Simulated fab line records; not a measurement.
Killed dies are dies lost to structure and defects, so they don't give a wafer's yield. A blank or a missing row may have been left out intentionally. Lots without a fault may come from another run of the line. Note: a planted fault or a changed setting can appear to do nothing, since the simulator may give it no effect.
Which tool was responsible? :: flow nand-harc :: 33 wafers from 11 lots sampled at 5 of the route's 1302 steps

WHAT THE GAUGES SHOWED, per wafer
NHARC_HYBRID_BOND_OVL_MEAS_05. Usual: overlay-x-nm -1 nm, standard deviation 34; overlay-y-nm 1 nm, standard deviation 33.
lot: L773
measured: day 24 06:18
on: overlay-02
overlay-x-nm (nm): 9 6 -37
overlay-y-nm (nm): 29 12 11
flag: 

lot: L774
measured: day 24 13:29
on: overlay-02
overlay-x-nm (nm): 8 -21 1
overlay-y-nm (nm): -17 -21 -49
flag: 

lot: L775
measured: day 24 06:18
on: overlay-01
overlay-x-nm (nm): -30 -39 -2
overlay-y-nm (nm): -29 6 31
flag: 

lot: L776
measured: day 25 07:22
on: overlay-01
overlay-x-nm (nm): 46 44 34
overlay-y-nm (nm): 20 -63 -36
flag: 

lot: L777
measured: day 25 07:22
on: overlay-02
overlay-x-nm (nm): -47 -15 -22
overlay-y-nm (nm): 91 20 19
flag: 

lot: L778
measured: day 25 14:08
on: overlay-02
overlay-x-nm (nm): 3 -40 -24
overlay-y-nm (nm): 21 -27 47
flag: 

lot: L783
measured: day 28 02:03
on: overlay-02
overlay-x-nm (nm): -12 28 24
overlay-y-nm (nm): 28 -12 23
flag: 

lot: L784
measured: day 28 12:22
on: overlay-02
overlay-x-nm (nm): 16 22 70
overlay-y-nm (nm): -62 -60 36
flag: 

lot: L788
measured: day 29 19:06
on: overlay-02
overlay-x-nm (nm): -9 -93 -34
overlay-y-nm (nm): -31 -50 -11
flag: 

lot: L790
measured: day 31 18:28
on: overlay-02
overlay-x-nm (nm): 37 -3 6
overlay-y-nm (nm): -9 -20 -37
flag: 

lot: L793
measured: day 32 09:10
on: overlay-02
overlay-x-nm (nm): 3 3 -6
overlay-y-nm (nm): -6 29 62
flag: 

NHARC_END_WLT_00. Usual: VT_DECK1_BOTTOM 0.869, standard deviation 0.0089; VT_DECK1_BOTTOM_INNER 0.869, standard deviation 0.0087; VT_DECK1_MEDIAN_NEAR_BOTTOM 0.870, standard deviation 0.0093; VT_DECK1_MEDIAN_NEAR_BOTTOM_INNER 0.870, standard deviation 0.009; VT_DECK1_MIDDLE 0.882, standard deviation 0.0074; VT_DECK1_MIDDLE_INNER 0.882, standard deviation 0.0085; VT_DECK1_TOP 0.894, standard deviation 0.0074; VT_DECK1_TOP_INNER 0.894, standard deviation 0.0081; VT_DECK2_BOTTOM 0.871, standard deviation 0.0074; VT_DECK2_BOTTOM_INNER 0.871, standard deviation 0.0078; VT_DECK2_MEDIAN_NEAR_BOTTOM 0.873, standard deviation 0.0067; VT_DECK2_MEDIAN_NEAR_BOTTOM_INNER 0.873, standard deviation 0.0073; VT_DECK2_MIDDLE 0.884, standard deviation 0.0063; VT_DECK2_MIDDLE_INNER 0.884, standard deviation 0.0061; VT_DECK2_TOP 0.895, standard deviation 0.0061; VT_DECK2_TOP_INNER 0.895, standard deviation 0.006.
lot: L773
measured: day 25 11:01
on: prober-01
VT_DECK1_BOTTOM: 0.880 0.888 0.886
VT_DECK1_BOTTOM_INNER: 0.885 0.882 0.887
VT_DECK1_MEDIAN_NEAR_BOTTOM: 0.885 0.881 0.892
VT_DECK1_MEDIAN_NEAR_BOTTOM_INNER: 0.881 0.892 0.892
VT_DECK1_MIDDLE: 0.892 0.898 0.886
VT_DECK1_MIDDLE_INNER: 0.895 0.894 0.897
VT_DECK1_TOP: 0.907 0.906 0.907
VT_DECK1_TOP_INNER: 0.908 0.916 0.899
VT_DECK2_BOTTOM: 0.882 0.887 0.884
VT_DECK2_BOTTOM_INNER: 0.889 0.885 0.872
VT_DECK2_MEDIAN_NEAR_BOTTOM: 0.880 0.880 0.872
VT_DECK2_MEDIAN_NEAR_BOTTOM_INNER: 0.890 0.888 0.881
VT_DECK2_MIDDLE: 0.883 0.893 0.886
VT_DECK2_MIDDLE_INNER: 0.887 0.900 0.879
VT_DECK2_TOP: 0.908 0.898 0.897
VT_DECK2_TOP_INNER: 0.901 0.894 0.897
flag: 

lot: L774
measured: day 25 03:44
on: prober-02
VT_DECK1_BOTTOM: 0.862 0.858 0.860
VT_DECK1_BOTTOM_INNER: 0.865 0.862 0.863
VT_DECK1_MEDIAN_NEAR_BOTTOM: 0.862 0.849 0.855
VT_DECK1_MEDIAN_NEAR_BOTTOM_INNER: 0.861 0.850 0.853
VT_DECK1_MIDDLE: 0.874 0.876 0.877
VT_DECK1_MIDDLE_INNER: 0.881 0.873 0.880
VT_DECK1_TOP: 0.891 0.884 0.890
VT_DECK1_TOP_INNER: 0.889 0.887 0.892
VT_DECK2_BOTTOM: 0.874 0.884 0.866
VT_DECK2_BOTTOM_INNER: 0.874 0.886 0.872
VT_DECK2_MEDIAN_NEAR_BOTTOM: 0.872 0.884 0.868
VT_DECK2_MEDIAN_NEAR_BOTTOM_INNER: 0.882 0.875 0.874
VT_DECK2_MIDDLE: 0.886 0.890 0.891
VT_DECK2_MIDDLE_INNER: 0.882 0.891 0.888
VT_DECK2_TOP: 0.902 0.897 0.903
VT_DECK2_TOP_INNER: 0.898 0.902 0.898
flag: 

lot: L775
measured: day 25 03:43
on: prober-01
VT_DECK1_BOTTOM: 0.861 0.857 0.843
VT_DECK1_BOTTOM_INNER: 0.856 0.853 0.849
VT_DECK1_MEDIAN_NEAR_BOTTOM: 0.850 0.856 0.848
VT_DECK1_MEDIAN_NEAR_BOTTOM_INNER: 0.848 0.856 0.854
VT_DECK1_MIDDLE: 0.862 0.866 0.867
VT_DECK1_MIDDLE_INNER: 0.866 0.866 0.865
VT_DECK1_TOP: 0.872 0.877 0.881
VT_DECK1_TOP_INNER: 0.876 0.873 0.875
VT_DECK2_BOTTOM: 0.870 0.877 0.881
VT_DECK2_BOTTOM_INNER: 0.872 0.868 0.867
VT_DECK2_MEDIAN_NEAR_BOTTOM: 0.864 0.868 0.882
VT_DECK2_MEDIAN_NEAR_BOTTOM_INNER: 0.866 0.869 0.885
VT_DECK2_MIDDLE: 0.880 0.881 0.888
VT_DECK2_MIDDLE_INNER: 0.873 0.877 0.890
VT_DECK2_TOP: 0.892 0.893 0.897
VT_DECK2_TOP_INNER: 0.892 0.892 0.897
flag: 

lot: L776
measured: day 25 22:39
on: prober-02
VT_DECK1_BOTTOM: 0.868 0.866 0.866
VT_DECK1_BOTTOM_INNER: 0.868 0.873 0.863
VT_DECK1_MEDIAN_NEAR_BOTTOM: 0.871 0.867 0.869
VT_DECK1_MEDIAN_NEAR_BOTTOM_INNER: 0.869 0.871 0.868
VT_DECK1_MIDDLE: 0.872 0.875 0.884
VT_DECK1_MIDDLE_INNER: 0.881 0.890 0.886
VT_DECK1_TOP: 0.893 0.892 0.892
VT_DECK1_TOP_INNER: 0.884 0.893 0.890
VT_DECK2_BOTTOM: 0.881 0.871 0.872
VT_DECK2_BOTTOM_INNER: 0.868 0.874 0.866
VT_DECK2_MEDIAN_NEAR_BOTTOM: 0.874 0.875 0.872
VT_DECK2_MEDIAN_NEAR_BOTTOM_INNER: 0.882 0.874 0.874
VT_DECK2_MIDDLE: 0.881 0.886 0.886
VT_DECK2_MIDDLE_INNER: 0.888 0.885 0.886
VT_DECK2_TOP: 0.889 0.891 0.898
VT_DECK2_TOP_INNER: 0.897 0.893 0.890
flag: 

lot: L777
measured: day 25 23:08
on: prober-01
VT_DECK1_BOTTOM: 0.862 0.871 0.865
VT_DECK1_BOTTOM_INNER: 0.860 0.860 0.868
VT_DECK1_MEDIAN_NEAR_BOTTOM: 0.865 0.868 0.871
VT_DECK1_MEDIAN_NEAR_BOTTOM_INNER: 0.859 0.873 0.871
VT_DECK1_MIDDLE: 0.874 0.872 0.877
VT_DECK1_MIDDLE_INNER: 0.867 0.885 0.882
VT_DECK1_TOP: 0.887 0.886 0.895
VT_DECK1_TOP_INNER: 0.887 0.891 0.888
VT_DECK2_BOTTOM: 0.865 0.871 0.873
VT_DECK2_BOTTOM_INNER: 0.869 0.867 0.865
VT_DECK2_MEDIAN_NEAR_BOTTOM: 0.863 0.872 0.865
VT_DECK2_MEDIAN_NEAR_BOTTOM_INNER: 0.863 0.871 0.869
VT_DECK2_MIDDLE: 0.882 0.883 0.880
VT_DECK2_MIDDLE_INNER: 0.881 0.873 0.872
VT_DECK2_TOP: 0.893 0.893 0.894
VT_DECK2_TOP_INNER: 0.898 0.885 0.885
flag: 

lot: L778
measured: day 26 05:53
on: prober-01
VT_DECK1_BOTTOM: 0.882 0.879 0.871
VT_DECK1_BOTTOM_INNER: 0.872 0.877 0.877
VT_DECK1_MEDIAN_NEAR_BOTTOM: 0.878 0.886 0.880
VT_DECK1_MEDIAN_NEAR_BOTTOM_INNER: 0.877 0.875 0.874
VT_DECK1_MIDDLE: 0.887 0.893 0.894
VT_DECK1_MIDDLE_INNER: 0.885 0.903 0.885
VT_DECK1_TOP: 0.900 0.894 0.897
VT_DECK1_TOP_INNER: 0.906 0.895 0.888
VT_DECK2_BOTTOM: 0.877 0.876 0.882
VT_DECK2_BOTTOM_INNER: 0.884 0.877 0.883
VT_DECK2_MEDIAN_NEAR_BOTTOM: 0.879 0.877 0.873
VT_DECK2_MEDIAN_NEAR_BOTTOM_INNER: 0.882 0.878 0.880
VT_DECK2_MIDDLE: 0.894 0.890 0.894
VT_DECK2_MIDDLE_INNER: 0.900 0.887 0.893
VT_DECK2_TOP: 0.905 0.903 0.903
VT_DECK2_TOP_INNER: 0.909 0.912 0.913
flag: 

lot: L783
measured: day 28 18:35
on: prober-02
VT_DECK1_BOTTOM: 0.865 0.861 0.876
VT_DECK1_BOTTOM_INNER: 0.864 0.867 0.876
VT_DECK1_MEDIAN_NEAR_BOTTOM: 0.872 0.864 0.874
VT_DECK1_MEDIAN_NEAR_BOTTOM_INNER: 0.868 0.861 0.875
VT_DECK1_MIDDLE: 0.879 0.884 0.886
VT_DECK1_MIDDLE_INNER: 0.885 0.878 0.887
VT_DECK1_TOP: 0.898 0.898 0.894
VT_DECK1_TOP_INNER: 0.891 0.896 0.897
VT_DECK2_BOTTOM: 0.872 0.873 0.882
VT_DECK2_BOTTOM_INNER: 0.873 0.871 0.885
VT_DECK2_MEDIAN_NEAR_BOTTOM: 0.875 0.871 0.877
VT_DECK2_MEDIAN_NEAR_BOTTOM_INNER: 0.878 0.869 0.879
VT_DECK2_MIDDLE: 0.882 0.884 0.889
VT_DECK2_MIDDLE_INNER: 0.877 0.879 0.889
VT_DECK2_TOP: 0.898 0.893 0.900
VT_DECK2_TOP_INNER: 0.902 0.901 0.900
flag: 

lot: L784
measured: day 29 04:17
on: prober-01
VT_DECK1_BOTTOM: 0.880 0.873 0.869
VT_DECK1_BOTTOM_INNER: 0.879 0.866 0.872
VT_DECK1_MEDIAN_NEAR_BOTTOM: 0.882 0.877 0.880
VT_DECK1_MEDIAN_NEAR_BOTTOM_INNER: 0.878 0.874 0.877
VT_DECK1_MIDDLE: 0.887 0.887 0.886
VT_DECK1_MIDDLE_INNER: 0.886 0.879 0.890
VT_DECK1_TOP: 0.899 0.891 0.896
VT_DECK1_TOP_INNER: 0.902 0.905 0.905
VT_DECK2_BOTTOM: 0.872 0.877 0.864
VT_DECK2_BOTTOM_INNER: 0.884 0.867 0.873
VT_DECK2_MEDIAN_NEAR_BOTTOM: 0.888 0.877 0.871
VT_DECK2_MEDIAN_NEAR_BOTTOM_INNER: 0.877 0.862 0.865
VT_DECK2_MIDDLE: 0.889 0.878 0.887
VT_DECK2_MIDDLE_INNER: 0.886 0.886 0.896
VT_DECK2_TOP: 0.900 0.895 0.897
VT_DECK2_TOP_INNER: 0.892 0.891 0.897
flag: 

lot: L788
measured: day 30 10:35
on: prober-02
VT_DECK1_BOTTOM: 0.949 0.934 0.936
VT_DECK1_BOTTOM_INNER: 0.930 0.930 0.943
VT_DECK1_MEDIAN_NEAR_BOTTOM: 0.943 0.924 0.931
VT_DECK1_MEDIAN_NEAR_BOTTOM_INNER: 0.939 0.938 0.935
VT_DECK1_MIDDLE: 0.939 0.944 0.948
VT_DECK1_MIDDLE_INNER: 0.946 0.943 0.947
VT_DECK1_TOP: 0.954 0.951 0.954
VT_DECK1_TOP_INNER: 0.948 0.958 0.958
VT_DECK2_BOTTOM: 0.933 0.925 0.924
VT_DECK2_BOTTOM_INNER: 0.930 0.939 0.925
VT_DECK2_MEDIAN_NEAR_BOTTOM: 0.932 0.928 0.927
VT_DECK2_MEDIAN_NEAR_BOTTOM_INNER: 0.935 0.926 0.929
VT_DECK2_MIDDLE: 0.940 0.953 0.940
VT_DECK2_MIDDLE_INNER: 0.944 0.947 0.946
VT_DECK2_TOP: 0.958 0.951 0.959
VT_DECK2_TOP_INNER: 0.958 0.963 0.952
flag: OFF

lot: L790
measured: day 32 14:29
on: prober-01
VT_DECK1_BOTTOM: 0.925 0.924 0.913
VT_DECK1_BOTTOM_INNER: 0.921 0.924 0.912
VT_DECK1_MEDIAN_NEAR_BOTTOM: 0.927 0.929 0.905
VT_DECK1_MEDIAN_NEAR_BOTTOM_INNER: 0.922 0.923 0.911
VT_DECK1_MIDDLE: 0.932 0.942 0.930
VT_DECK1_MIDDLE_INNER: 0.937 0.938 0.921
VT_DECK1_TOP: 0.946 0.944 0.947
VT_DECK1_TOP_INNER: 0.942 0.935 0.941
VT_DECK2_BOTTOM: 0.941 0.946 0.933
VT_DECK2_BOTTOM_INNER: 0.941 0.936 0.931
VT_DECK2_MEDIAN_NEAR_BOTTOM: 0.932 0.941 0.930
VT_DECK2_MEDIAN_NEAR_BOTTOM_INNER: 0.940 0.948 0.939
VT_DECK2_MIDDLE: 0.962 0.953 0.949
VT_DECK2_MIDDLE_INNER: 0.947 0.949 0.952
VT_DECK2_TOP: 0.960 0.948 0.964
VT_DECK2_TOP_INNER: 0.953 0.966 0.964
flag: OFF

lot: L793
measured: day 33 01:23
on: prober-02
VT_DECK1_BOTTOM: 0.927 0.908 0.929
VT_DECK1_BOTTOM_INNER: 0.919 0.918 0.930
VT_DECK1_MEDIAN_NEAR_BOTTOM: 0.930 0.930 0.922
VT_DECK1_MEDIAN_NEAR_BOTTOM_INNER: 0.924 0.921 0.933
VT_DECK1_MIDDLE: 0.948 0.936 0.943
VT_DECK1_MIDDLE_INNER: 0.940 0.936 0.939
VT_DECK1_TOP: 0.960 0.957 0.957
VT_DECK1_TOP_INNER: 0.953 0.952 0.960
VT_DECK2_BOTTOM: 0.930 0.920 0.922
VT_DECK2_BOTTOM_INNER: 0.926 0.922 0.924
VT_DECK2_MEDIAN_NEAR_BOTTOM: 0.921 0.926 0.921
VT_DECK2_MEDIAN_NEAR_BOTTOM_INNER: 0.924 0.925 0.927
VT_DECK2_MIDDLE: 0.934 0.935 0.942
VT_DECK2_MIDDLE_INNER: 0.940 0.937 0.937
VT_DECK2_TOP: 0.942 0.947 0.951
VT_DECK2_TOP_INNER: 0.947 0.944 0.945
flag: OFF

WHAT TOOL EACH LOT RAN ON (gives the tool, then ch and the chambers of the sampled wafers, and finally the start)
lot: L773
NHARC_P_STI_PRECLEAN_32: wet-bench-05 ch 3,6,7, day 2 23:38
NHARC_A_BONDPAD_PVD_17: pvd-sputter-03, day 24 06:18 or earlier
NHARC_THIN_TSV_DEGAS_49: pvd-sputter-03, day 24 11:56

lot: L774
NHARC_P_STI_PRECLEAN_32: wet-bench-09 ch 2,3,6, day 3 09:58
NHARC_A_BONDPAD_PVD_17: pvd-sputter-03, day 24 13:29 or earlier
NHARC_THIN_TSV_DEGAS_49: pvd-sputter-01, day 24 18:55

lot: L775
NHARC_P_STI_PRECLEAN_32: wet-bench-09 ch 0,4,5, day 3 20:23
NHARC_A_BONDPAD_PVD_17: pvd-sputter-02, day 24 06:18 or earlier
NHARC_THIN_TSV_DEGAS_49: pvd-sputter-02, day 24 12:53

lot: L776
NHARC_P_STI_PRECLEAN_32: wet-bench-05 ch 2,3,7, day 4 03:50
NHARC_A_BONDPAD_PVD_17: pvd-sputter-02, day 25 07:22 or earlier
NHARC_THIN_TSV_DEGAS_49: pvd-sputter-02, day 25 14:05

lot: L777
NHARC_P_STI_PRECLEAN_32: wet-bench-09 ch 0,6,7, day 4 12:51
NHARC_A_BONDPAD_PVD_17: pvd-sputter-02, day 25 07:22 or earlier
NHARC_THIN_TSV_DEGAS_49: pvd-sputter-03, day 25 13:05

lot: L778
NHARC_P_STI_PRECLEAN_32: wet-bench-09 ch 0,3,4, day 4 22:17
NHARC_A_BONDPAD_PVD_17: pvd-sputter-02, day 25 14:08 or earlier
NHARC_THIN_TSV_DEGAS_49: pvd-sputter-01, day 25 19:41

lot: L783
NHARC_P_STI_PRECLEAN_32: wet-bench-09 ch 0,1,2, day 7 01:42
NHARC_A_BONDPAD_PVD_17: pvd-sputter-03, day 28 02:03 or earlier
NHARC_THIN_TSV_DEGAS_49: pvd-sputter-02, day 28 07:38

lot: L784
NHARC_P_STI_PRECLEAN_32: wet-bench-07 ch 3,6,7, day 7 12:28
NHARC_A_BONDPAD_PVD_17: pvd-sputter-02, day 28 12:22 or earlier
NHARC_THIN_TSV_DEGAS_49: pvd-sputter-01, day 28 18:05

lot: L788
NHARC_P_STI_PRECLEAN_32: wet-bench-09 ch 4,5,7, day 9 03:38
NHARC_A_BONDPAD_PVD_17: pvd-sputter-01, day 29 19:06 or earlier
NHARC_THIN_TSV_DEGAS_49: pvd-sputter-02, day 30 00:42

lot: L790
NHARC_P_STI_PRECLEAN_32: wet-bench-09 ch 0,3,5, day 9 18:04
NHARC_A_BONDPAD_PVD_17: pvd-sputter-02, day 31 18:28 or earlier
NHARC_THIN_TSV_DEGAS_49: pvd-sputter-01, day 32 05:26

lot: L793
NHARC_P_STI_PRECLEAN_32: wet-bench-09 ch 0,1,7, day 11 13:12
NHARC_A_BONDPAD_PVD_17: pvd-sputter-02, day 32 09:10 or earlier
NHARC_THIN_TSV_DEGAS_49: pvd-sputter-03, day 32 15:52
- NHARC_P_STI_PRECLEAN_32: cleans in SC1.
- NHARC_A_BONDPAD_PVD_17: deposits TaN, target thk 5 nm, time 8.06 s.
- NHARC_THIN_TSV_DEGAS_49: time 120 s.

WHAT THE TOOLS THEMSELVES READ (means of the sampled wafers that have a number; where no wafer has one, the mark that the record gives instead)
NHARC_P_STI_PRECLEAN_32. Usual: temp-c reads 50.00 C (standard deviation 0.11).
lot: L773
tool: wet-bench-05
temp-c (C): 50.03
flag: 

lot: L774
tool: wet-bench-09
temp-c (C): 49.96
flag: 

lot: L775
tool: wet-bench-09
temp-c (C): 50.11
flag: 

lot: L776
tool: wet-bench-05
temp-c (C): 49.92
flag: 

lot: L777
tool: wet-bench-09
temp-c (C): 50.01
flag: 

lot: L778
tool: wet-bench-09
temp-c (C): 49.94
flag: 

lot: L783
tool: wet-bench-09
temp-c (C): 49.95
flag: 

lot: L784
tool: wet-bench-07
temp-c (C): 50.00
flag: 

lot: L788
tool: wet-bench-09
temp-c (C): 50.07
flag: 

lot: L790
tool: wet-bench-09
temp-c (C): 49.93
flag: 

lot: L793
tool: wet-bench-09
temp-c (C): 50.15
flag: 

NHARC_A_BONDPAD_PVD_17. Usual: throttle-valve-pct reads 29.6 % (standard deviation 1).
lot: L773
tool: pvd-sputter-03
throttle-valve-pct (%): 29.3
flag: 

lot: L774
tool: pvd-sputter-03
throttle-valve-pct (%): 29.7
flag: 

lot: L775
tool: pvd-sputter-02
throttle-valve-pct (%): 29.2
flag: 

lot: L776
tool: pvd-sputter-02
throttle-valve-pct (%): 28.7
flag: 

lot: L777
tool: pvd-sputter-02
throttle-valve-pct (%): 29.3
flag: 

lot: L778
tool: pvd-sputter-02
throttle-valve-pct (%): 29.3
flag: 

lot: L783
tool: pvd-sputter-03
throttle-valve-pct (%): 29.8
flag: 

lot: L784
tool: pvd-sputter-02
throttle-valve-pct (%): 29.2
flag: 

lot: L788
tool: pvd-sputter-01
throttle-valve-pct (%): 30.4
flag: 

lot: L790
tool: pvd-sputter-02
throttle-valve-pct (%): 28.7
flag: 

lot: L793
tool: pvd-sputter-02
throttle-valve-pct (%): 29.3
flag: 

NHARC_THIN_TSV_DEGAS_49. Usual: heater-power-w reads 484 W (standard deviation 54).
lot: L773
tool: pvd-sputter-03
heater-power-w (W): 503
flag: 

lot: L774
tool: pvd-sputter-01
heater-power-w (W): 478
flag: 

lot: L775
tool: pvd-sputter-02
heater-power-w (W): 513
flag: 

lot: L776
tool: pvd-sputter-02
heater-power-w (W): 504
flag: 

lot: L777
tool: pvd-sputter-03
heater-power-w (W): 499
flag: 

lot: L778
tool: pvd-sputter-01
heater-power-w (W): 462
flag: 

lot: L783
tool: pvd-sputter-02
heater-power-w (W): 525
flag: 

lot: L784
tool: pvd-sputter-01
heater-power-w (W): 467
flag: 

lot: L788
tool: pvd-sputter-02
heater-power-w (W): 539
flag: 

lot: L790
tool: pvd-sputter-01
heater-power-w (W): 446
flag: 

lot: L793
tool: pvd-sputter-03
heater-power-w (W): 444
flag: 

THE ANSWER, worked out from the rows above alone
Rule: lot off if the mean of its wafers having a number is beyond 3 standard deviations from the usual mean. Also off: a lot with no number at a reading for which 4 or more lots have one. All remaining lots with rows at the step are treated as sound. First the gauges in route order, then the tools' own readings, where a lot's mean is used as printed above. The first step at which some lot is off is used, and at that step the reading that is off furthest; a lot without a number counts as furthest.
Off: at NHARC_END_WLT_00 (VT_DECK2_MIDDLE), L788, L790, L793.
A tool fits if, at a process step before that reading, it ran every lot that is off, and no sound lot after the first of them. The gauges at NHARC_END_WLT_00 are tried like those tools. Because NHARC_A_BONDPAD_PVD_17 lacks a start for some lots, the hours and order of its lots are taken from NHARC_HYBRID_BOND_OVL_MEAS_05. One candidate fits, namely wet-bench-09 at NHARC_P_STI_PRECLEAN_32. A fault onset in the window from L783 (day 7 01:42, its last sound lot) to L788 (day 9 03:38, its first lot off) fits.

WHAT THE SIMULATOR HAD INSERTED
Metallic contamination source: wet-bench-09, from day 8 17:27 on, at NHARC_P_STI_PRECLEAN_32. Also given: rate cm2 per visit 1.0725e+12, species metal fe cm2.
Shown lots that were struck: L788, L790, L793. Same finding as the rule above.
